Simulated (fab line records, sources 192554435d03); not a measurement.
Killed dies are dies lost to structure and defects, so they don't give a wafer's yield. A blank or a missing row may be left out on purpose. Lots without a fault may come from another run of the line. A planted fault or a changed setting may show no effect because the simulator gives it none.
fab line records | flow n5_finfet
record lots=10 wafers=25 last_day=17
route steps=1938 shown BEOL_M4@1111 MIM_TOP_ETCH@1851 PASS1_CAP@1874 TV_LITHO@1886 PASSIVATION@1936
lots that met no fault: from a run of the same line without faults
start_h: hours from the record's first day to the start of the lot's first wafer shown | wait_h: hours since the lot's step before | " the same as in the row above | L1.1+2: a row that stands for several wafers | - no value, or no start given | * or withheld: withheld | < > ~ a bound
route shown NAME@n: a module of which the file shows steps, and the number in the route of the first | usual: mean/standard deviation of fault-free wafers | same: alike in all rows | chamber/n: place in a boat | sites: the reading at each site | _std_site: their standard deviation | _edge_site: outer sites' mean less inner sites' | radius_mm: how far each site lies from the wafer's centre | mask NAME#n: copy n | behind: the tool/chamber that last shaped the wafer | hold: why the lot was held/for how many hours/how that ended | device: the transistor (n, p or np) that didn't switch | end of line: the same wafers' tests at the end of the route | a step without rows: its recipe alone | killed: dies lost to structure and defects at the first sort, not the wafer's yield | map: a wafer's dies, x killed, . not, _ none there
set.NAME: the setting as run; set.NAME@STEP: as run at that earlier step | model.NAME: the simulator's own value behind a step, which no gauge read
steps of the route over a sample of lots; a table a step, a row a wafer
services: from which hour (start_h, from the record's first day; less than 0 if before it) a tool's chamber was out of use, for how many hours, and why
## steps
# step N5_BEOL_M4_RC_MEAS_101
# usual DIBL_N=36.0/2 DIBL_P=35.9/2.5 IOFF_N=0.16/0.038 IOFF_P=0.21/0.04 ION_N=675/14 ION_P=462/9.4 SS_N=71.5/0.75 SS_P=73.2/0.74 VT_N=250/3.9 VT_P=-251/3.2
# columns lot.wafer tool chamber start_h wait_h DIBL_N[mV/V] DIBL_P[mV/V] IOFF_N[nA/um] IOFF_P[nA/um] ION_N[uA/um] ION_P[uA/um] SS_N[mV/dec] SS_P[mV/dec] VT_N[mV] VT_P[mV]
L760.1 prober-01 0 166.62 0.0 37.7 35.8 0.20 0.20 667 455 72.2 72.8 249 -252
L760.4 " 0 " " 36.3 33.6 0.16 0.16 675 452 71.1 72.4 250 -255
L763.4 prober-01 0 182.65 0.5 36.7 37.6 0.18 0.24 670 463 72.8 73.0 249 -249
L763.5 " 0 " " 37.8 38.4 0.21 0.24 678 455 73.3 74.1 250 -249
L763.6 " 0 " " 34.0 33.3 0.13 0.16 667 459 72.2 73.1 257 -254
L764.1 prober-01 0 197.12 0.0 37.3 37.2 0.17 0.19 664 446 72.3 73.7 251 -255
L764.2 " 0 " " 32.4 31.9 0.11 0.14 654 445 70.8 72.6 256 -257
L764.6 " 0 " " 38.7 39.4 0.20 0.25 670 459 71.8 74.5 246 -251
L770.2 prober-02 0 229.39 0.2 37.3 37.4 0.20 0.21 690 468 71.9 73.3 244 -249
L770.3 " 0 " " 35.7 36.2 0.15 0.21 659 460 71.7 73.8 252 -251
L777.1 prober-02 0 269.86 0.0 33.6 34.1 0.12 0.17 669 457 71.5 72.7 255 -253
L777.2 " 0 " " 35.3 36.7 0.14 0.20 647 447 71.2 72.7 251 -249
L777.6 " 0 " " 34.5 37.0 0.14 0.21 688 473 70.9 73.6 250 -249
L778.1 prober-02 0 272.75 0.0 33.8 34.0 0.11 0.18 664 460 70.7 72.6 254 -251
L778.4 " 0 " " 41.3 42.8 0.28 0.35 705 482 72.3 74.6 240 -243
L778.6 " 0 " " 34.4 34.7 0.13 0.19 673 464 70.6 72.5 252 -252
L779.3 prober-01 0 273.98 0.3 33.9 30.5 0.13 0.16 653 444 70.8 72.2 252 -256
L779.4 " 0 " " 39.8 39.0 0.27 0.30 696 469 72.6 73.9 241 -244
L780.2 prober-01 0 276.71 0.2 36.8 37.8 0.16 0.21 685 465 71.4 73.6 250 -248
L780.3 " 0 " " 31.9 32.6 0.09 0.15 660 463 70.5 71.4 258 -256
L780.5 " 0 " " 35.9 36.6 0.15 0.20 676 468 71.2 72.9 251 -251
L782.5 prober-01 0 301.39 0.6 34.7 35.0 0.12 0.17 664 460 71.2 72.7 254 -253
L782.6 " 0 " " 33.0 31.9 0.11 0.15 663 464 70.9 71.9 258 -256
L783.2 prober-01 0 311.46 0.2 38.3 37.2 0.19 0.21 689 465 72.3 74.2 249 -253
L783.5 " 0 " " 39.1 37.9 0.21 0.22 679 454 73.5 73.3 246 -250
# step N5_MIM_TOP_ETCH_ETCH_00
# recipe chemistry=Cl2/BCl3 target=TiN target_depth_a=385 ion_energy_ev=150 pressure_mtorr=10 icp_w=1000 bias_w=126 Cl2_flow_sccm=53.25 bcl3_flow_sccm=21.75 Ar_flow_sccm=25
# usual bias_w=126.1/0.35 drypump_motor_current_A=5.6/0.47 oes_product_au=0.77/0.093 rf_fwd_power_W=994.0/2.6 throttle_valve_pct=22.6/0.3
# columns lot.wafer tool chamber start_h wait_h bias_w drypump_motor_current_A oes_product_au rf_fwd_power_W rf_hours_counter_h throttle_valve_pct
L760.1 rie_metal-03 0 252.06 0.1 125.2 5.9 0.85 994.2 28 22.2
L760.4 " 0 " " 126.0 5.9 0.84 994.9 - 22.2
L763.4 rie_metal-01 1 267.77 0.1 125.6 6.6 0.88 995.3 - 22.5
L763.5 " 0 " " 126.0 5.1 0.62 995.4 - 23.2
L763.6 " 1 " " 125.9 6.6 0.87 995.2 - 22.5
L764.1 rie_metal-03 0 280.81 0.1 125.6 5.9 0.83 992.7 31 22.2
L764.2 " 1 " " 127.0 5.5 0.88 993.4 12 22.9
L764.6 " 1 " " 126.3 5.5 0.88 993.3 - 22.9
L770.2 rie_metal-03 0 316.64 0.1 126.7 5.9 0.71 992.5 33 22.2
L770.3 " 0 " " 126.3 5.9 0.84 998.8 - 22.2
L777.1 rie_metal-02 0 354.97 0.1 126.3 5.5 0.76 992.0 44 22.8
L777.2 " 1 " " 126.5 5.0 0.62 994.6 102 22.4
L777.6 " 0 " " 126.7 5.5 0.76 993.6 - 22.8
L779.3 rie_metal-02 1 368.08 0.1 126.3 5.0 0.63 990.7 - 22.4
L779.4 " 0 " " 126.5 5.5 0.75 994.0 - 22.7
L780.2 rie_metal-02 0 370.19 0.1 125.8 5.5 0.74 992.3 46 22.8
L780.3 " 1 " " 125.7 5.0 0.63 991.8 - 22.4
L780.5 " 0 " " 125.3 5.5 0.75 995.6 - 22.8
L778.1 rie_metal-02 0 373.89 0.1 125.7 5.5 0.75 995.0 46 22.8
L778.4 " 0 " " 126.3 5.5 0.75 993.2 - 22.8
L778.6 " 0 " " 126.1 5.5 0.76 993.1 - 22.8
L782.5 rie_metal-01 0 391.80 0.1 125.8 5.1 0.89 994.3 - 22.9
L782.6 " 1 " " 127.1 6.6 0.83 995.2 - 22.5
L783.2 rie_metal-03 1 406.01 0.1 125.7 5.4 0.83 993.7 24 23.0
L783.5 " 0 " " 125.9 5.9 0.80 990.3 - 22.2
# step N5_MIM_TOP_ETCH_STRIP_01
# recipe chemistry=O2 power_w=600 temp_c=60 pressure_mtorr=30 rf_frequency_hz=6e+07 bias_power_w=0 overash_fraction=0.5 o2_flow_sccm=225
# usual drypump_motor_current_A=5.5/0.33 oes_product_au=0.82/0.1 rf_vpp_V=3.8/1.3 showerhead_plenum_p_Torr=2.12/0.056 throttle_valve_pct=16.73/0.25
# columns lot.wafer tool chamber start_h wait_h drypump_motor_current_A oes_product_au rf_hours_counter_h rf_vpp_V showerhead_plenum_p_Torr throttle_valve_pct
L760.1 rie_diel-01 3 252.38 0.3 5.2 0.67 249 3.5 2.07 17.03
L760.4 " 3 " " 5.2 0.66 - 4.4 2.07 17.05
L763.4 rie_diel-02 2 267.90 0.1 5.6 0.96 - 5.6 2.11 16.12
L763.5 " 1 " " 5.9 0.68 - 5.9 2.10 16.78
L763.6 " 0 " " 5.9 0.83 - 3.9 2.14 16.71
L764.1 rie_diel-01 0 280.95 0.1 5.2 0.87 57 5.3 2.13 16.95
L764.2 " 1 " " 5.5 0.70 193 2.6 2.15 16.75
L764.6 " 2 " " 5.8 0.70 - 2.1 2.04 16.99
L770.2 rie_diel-02 3 316.82 0.1 5.8 0.93 14 4.7 2.06 16.62
L770.3 " 0 " " 5.8 0.80 86 5.7 2.13 16.73
L777.1 rie_diel-01 0 355.15 0.1 5.3 0.85 81 2.9 2.12 16.97
L777.2 " 3 " " 5.2 0.92 20 3.8 2.06 16.66
L777.6 " 1 " " 5.5 0.68 - 4.6 2.14 16.78
L779.3 rie_diel-01 1 368.35 0.2 5.5 0.69 223 2.3 2.14 16.85
L779.4 " 2 " " 5.8 0.94 15 3.5 2.03 16.58
L780.2 rie_diel-01 2 370.33 0.1 5.9 0.94 16 4.7 2.03 16.62
L780.3 " 1 " " 5.6 0.68 223 5.0 2.14 16.86
L780.5 " 3 " " 5.2 0.88 - 1.2 2.06 16.66
L778.1 rie_diel-01 2 374.19 0.3 5.9 0.96 18 5.5 2.03 16.65
L778.4 " 1 " " 5.5 0.67 225 4.0 2.14 16.85
L778.6 " 1 " " 5.5 0.68 - 4.9 2.14 16.84
L782.5 rie_diel-02 1 391.88 0.0 5.9 0.91 - 2.3 2.09 16.35
L782.6 " 0 " " 5.8 0.81 - 2.5 2.13 16.82
L783.2 rie_diel-06 0 406.20 0.2 5.3 0.70 229 3.4 2.19 16.82
L783.5 " 0 " " 5.3 0.69 - 3.5 2.19 16.81
# step N5_PASSIVATION_PECVD_01
# recipe material=SiNx target_thk_a=2000 temp_c=400 precursor=SiH4/NH3/N2 pressure_torr=4.9 rf_w=1406 time_s=43.2
# usual heater_power_w=415/91 rf_fwd_power_W=1395/6.7 showerhead_plenum_p_Torr=8.70/0.049 throttle_valve_pct=30.0/1.4
# columns lot.wafer tool chamber start_h wait_h heater_power_w rf_fwd_power_W showerhead_plenum_p_Torr throttle_valve_pct
L760.1 pecvd-01 2 253.82 0.0 372 1399 8.73 28.0
L760.4 " 0 " " 428 1397 8.70 30.3
L763.4 pecvd-01 0 269.45 0.0 447 1395 8.68 30.6
L763.5 " 0 " " 453 1391 8.72 30.7
L763.6 " 2 " " 311 1405 8.72 28.0
L764.1 pecvd-01 2 282.38 0.0 383 1410 8.72 28.3
L764.2 " 0 " " 320 1400 8.73 30.4
L764.6 " 1 " " 299 1387 8.73 31.8
L770.3 pecvd-02 1 318.37 0.0 350 1403 8.67 30.4
L777.1 pecvd-04 2 356.64 0.0 452 1390 8.82 28.2
L777.2 " 0 " " 477 1395 8.64 31.7
L777.6 " 1 " " 377 1391 8.70 29.8
L779.3 pecvd-04 2 370.01 0.0 364 1399 8.83 28.3
L779.4 " 1 " " 404 1389 8.71 29.6
L780.2 pecvd-01 0 371.88 0.0 451 1393 8.70 30.4
L780.3 " 2 " " 352 1398 8.74 27.8
L780.5 " 1 " " 316 1384 8.77 31.5
L778.1 pecvd-01 0 376.01 0.0 350 1401 8.70 30.5
L778.4 " 0 " " 361 1396 8.69 30.6
L778.6 " 1 " " 289 1390 8.72 32.0
L782.5 pecvd-01 0 393.32 0.0 459 1410 8.68 30.2
L782.6 " 2 " " 398 1390 8.70 28.1
L783.2 pecvd-01 2 407.75 0.0 319 1402 8.70 28.3
L783.5 " 0 " " 469 1394 8.71 30.1
# step N5_PASSIVATION_DESCUM_12
# recipe chemistry=O2 time_s=7.9 source_power_w=50 bias_power_w=20 pressure_mtorr=20 rf_frequency_hz=2.712e+07 temp_c=40 o2_flow_sccm=225
# usual drypump_motor_current_A=5.5/0.33 oes_product_au=0.82/0.1 rf_fwd_power_W=49.68/0.15 rf_vpp_V=243.4/1 showerhead_plenum_p_Torr=2.12/0.052 throttle_valve_pct=20.50/0.23
# columns lot.wafer tool chamber start_h wait_h drypump_motor_current_A oes_product_au rf_fwd_power_W rf_hours_counter_h rf_vpp_V showerhead_plenum_p_Torr throttle_valve_pct
L760.1 rie_diel-02 0 254.43 0.0 5.9 0.84 49.44 66 243.0 2.14 20.45
L760.4 " 2 " " 5.6 0.93 49.79 - 242.9 2.11 19.87
L763.4 rie_diel-02 0 271.89 0.1 5.8 0.83 49.58 - 243.6 2.14 20.46
L763.5 " 2 " " 5.7 0.93 49.65 - 245.2 2.10 19.88
L763.6 " 1 " " 5.9 0.69 49.50 - 241.5 2.09 20.53
L764.1 rie_diel-06 0 285.57 0.0 5.3 0.72 49.49 190 243.3 2.20 20.60
L764.2 " 1 " " 5.9 0.68 49.65 244 243.0 2.17 20.85
L764.6 " 1 " " 5.9 0.68 49.76 - 243.8 2.17 20.85
L770.3 rie_diel-06 3 318.93 0.1 4.9 0.98 49.61 8 245.3 2.23 20.61
L777.1 rie_diel-06 3 358.51 0.5 4.9 0.93 49.84 21 244.0 2.23 20.65
L777.2 " 1 " " 5.9 0.94 49.78 13 244.3 2.16 20.47
L777.6 " 1 " " 6.0 0.94 49.89 - 244.6 2.16 20.47
L779.3 rie_diel-06 2 371.73 0.0 5.0 0.80 49.67 123 242.7 2.13 20.60
L779.4 " 0 " " 5.3 0.70 49.65 219 243.5 2.18 20.65
L780.2 rie_diel-02 3 372.49 0.1 5.7 0.91 49.65 25 242.2 2.05 20.47
L780.3 " 2 " " 5.7 0.87 49.68 55 243.5 2.09 19.92
L780.5 " 2 " " 5.7 0.88 49.58 - 243.5 2.09 19.92
L778.1 rie_diel-06 2 376.49 0.0 5.0 0.80 49.71 125 244.6 2.13 20.60
L778.4 " 1 " " 5.9 0.92 49.69 18 242.6 2.16 20.48
L778.6 " 0 " " 5.3 0.70 49.64 - 244.4 2.18 20.66
L782.5 rie_diel-01 3 394.03 0.1 5.2 0.88 49.71 - 243.8 2.05 20.52
L782.6 " 0 " " 5.3 0.82 49.87 - 243.4 2.11 20.80
L783.2 rie_diel-01 1 409.24 0.1 5.5 0.67 49.85 236 244.0 2.13 20.51
L783.5 " 0 " " 5.3 0.81 49.62 - 243.8 2.11 20.80
# step N5_PASSIVATION_PROBE_49
# usual defect_limited_yield=91.3/1.5 killed_at_M0_to_M3=33/12 killed_at_M4_up=15/5.2 killed_at_contacts=12/5.1 killed_at_front_end=39/11 killed_at_other=5/3.6 killed_dies=103/18 killed_on_rim=14/4.3 killed_open=67/13 killed_short=33/7.8 sort_bin_5_function=5.1/0.96 sort_bin_6_memory=3.2/0.71 sort_bin_8_speed=0.01/0.063 sort_n_pass=1077/18 sort_yield_pct=91.3/1.5
# same gross_dies=1180 killed_at_back_side=0 sort_bin_4_leakage[%]=0
# columns lot.wafer tool chamber start_h wait_h defect_limited_yield[%] killed_at_M0_to_M3 killed_at_M4_up killed_at_contacts killed_at_front_end killed_at_other killed_dies killed_on_rim killed_open killed_short sort_bin_5_function[%] sort_bin_6_memory[%] sort_bin_8_speed[%] sort_n_pass sort_yield_pct[%]
L770.2 prober-02 - 327.95 0.1 1.9 61 8 13 31 1045 1158 150 76 35 94.2 3.5 0 22 1.9
L770.3 prober-02 - 328.00 0.1 92.8 36 23 3 16 7 85 10 45 35 4.9 2.0 0 1095 92.8
L777.1 prober-01 - 365.18 0.0 92.6 29 12 10 25 11 87 11 53 33 4.7 2.5 0 1093 92.6
L777.2 prober-01 - 365.23 0.1 90.3 31 11 10 47 15 114 15 66 43 5.5 3.1 0 1066 90.3
L777.6 prober-01 - 365.43 0.3 90.9 29 12 11 46 9 107 11 60 47 6.6 2.1 0 1073 90.9
L782.5 prober-01 - 401.07 0.2 91.7 27 14 6 43 8 98 13 60 36 5.2 3.1 0 1082 91.7
L782.6 prober-01 - 401.12 0.3 88.9 46 10 18 47 10 131 13 87 38 6.5 4.2 0 1049 88.9
# killed by level:class
L770.2 MIM_TOP_ETCH:area_etch=1044 BEOL_M0_SAQP:geometric_particle:open=14 BEOL_M0_SAQP:geometric_particle:short=12 BEOL_M3:geometric_particle:open=10 MOL_CONTACT_COAG:geometric_particle:open=9 BEOL_M1:geometric_particle:open=7 FIN_SAQP:geometric_particle:open=6 STI_FIN_REVEAL:geometric_particle:open=6
L770.3 BEOL_M0_SAQP:geometric_particle:short=14 BEOL_M0_SAQP:geometric_particle:open=8 BEOL_M2:geometric_particle:open=7 BEOL_M4:geometric_particle:open=6 BEOL_M5:geometric_particle:short=4 PAD_METAL:geometric_particle:open=4 STARTING-WAFER:geometric_particle:short=4 MOL_CONTACT_COAG:geometric_particle:open=3
L777.1 MOL_CONTACT_COAG:geometric_particle:open=9 BEOL_M0_SAQP:geometric_particle:short=8 FIN_SAQP:geometric_particle:open=7 BEOL_M2:geometric_particle:open=7 BEOL_M3:geometric_particle:open=5 FIN_SAQP:geometric_particle:short=4 BEOL_M0_SAQP:geometric_particle:open=4 BEOL_M4:geometric_particle:open=4
L777.2 BEOL_M2:geometric_particle:open=11 FIN_SAQP:geometric_particle:short=8 FIN_SAQP:geometric_particle:open=7 MOL_CONTACT_COAG:geometric_particle:open=7 DUMMY_GATE:geometric_particle:open=6 GATE_CUT:geometric_particle:short=6 STARTING-WAFER:geometric_particle:short=6 BEOL_M3:geometric_particle:open=6
L777.6 FIN_SAQP:geometric_particle:short=21 BEOL_M3:geometric_particle:open=9 MOL_CONTACT_COAG:geometric_particle:open=8 BEOL_M2:geometric_particle:open=7 FIN_SAQP:geometric_particle:open=6 DUMMY_GATE:geometric_particle:open=6 STARTING-WAFER:geometric_particle:open=5 BEOL_M2:geometric_particle:short=4
L782.5 STI_FIN_REVEAL:geometric_particle:open=10 FIN_SAQP:geometric_particle:short=8 BEOL_M0_SAQP:geometric_particle:open=7 MOL_CONTACT_COAG:geometric_particle:open=6 BEOL_M3:geometric_particle:open=6 FIN_SAQP:geometric_particle:open=5 BEOL_M2:geometric_particle:open=5 STARTING-WAFER:geometric_particle:short=5
L782.6 BEOL_M2:geometric_particle:open=14 MOL_CONTACT_COAG:geometric_particle:open=13 STI_FIN_REVEAL:geometric_particle:open=11 BEOL_M1:geometric_particle:open=7 FIN_SAQP:geometric_particle:open=6 ILD0:geometric_particle:short=6 BEOL_M0_SAQP:geometric_particle:short=6 BEOL_M3:geometric_particle:open=6
## services
# columns tool chamber start_h hours kind
rie_metal-02 - 233.20 1.2 repair
rie_diel-02 3 236.85 - clean
rie_diel-02 3 236.85 - consumable_replace:focus_ring
pecvd-01 1 246.46 25.7 repair
rie_metal-02 - 247.54 2.8 pm
rie_diel-02 3 266.56 10.3 repair
rie_diel-01 3 276.92 - clean
rie_diel-01 3 276.92 - consumable_replace:focus_ring
rie_diel-01 3 276.92 17.9 scheduled_down
rie_diel-01 3 276.92 17.9 vent_cycle
rie_diel-01 2 298.99 - clean
rie_diel-01 2 298.99 - consumable_replace:focus_ring
rie_diel-01 2 298.99 20.1 scheduled_down
rie_diel-01 2 298.99 20.1 vent_cycle
pecvd-04 - 299.98 0.4 repair
pecvd-01 2 300.39 2.1 scheduled_down
rie_diel-02 3 320.24 22.2 repair
rie_metal-01 1 350.09 25.5 repair
rie_diel-01 0 350.91 2.9 repair
rie_diel-06 2 352.76 1.7 repair
rie_diel-02 1 356.52 10.3 repair
rie_metal-03 1 364.53 1.6 repair
rie_metal-02 - 384.42 0.9 repair
rie_diel-01 2 407.81 2.6 repair
## key
first_sign step=N5_PASSIVATION_PROBE_49 reading=killed_at_other direction=up sigmas=99+ usual=5 struck=1045
effect step=N5_PASSIVATION_PROBE_49 reading=sort_bin_5_function direction=up sigmas=92 usual=5.1 struck=94.2
more_kills_born_at N5_MIM_TOP_ETCH_ETCH_00@rie_metal-03=1044
met_at N5_MIM_TOP_ETCH_ETCH_00
struck_lots L770
struck_wafers L770.2
later_rows_left_out L770.2
not_acting_at N5_MIM_TOP_ETCH_STRIP_01,N5_PASSIVATION_PECVD_01,N5_PASSIVATION_DESCUM_12
onset_between 280.81 316.64
fault kind=process_parameter_drift tool=rie_metal-03 chamber=- onset_h=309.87 steps=N5_MIM_TOP_ETCH_ETCH_00 channel=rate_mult offset=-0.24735 shape=step end_h=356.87 scope=struck_wafers_only
# later_rows_left_out: the simulator's readings of these wafers behind a module that went badly wrong aren't trusted and aren't shown, but for the sort
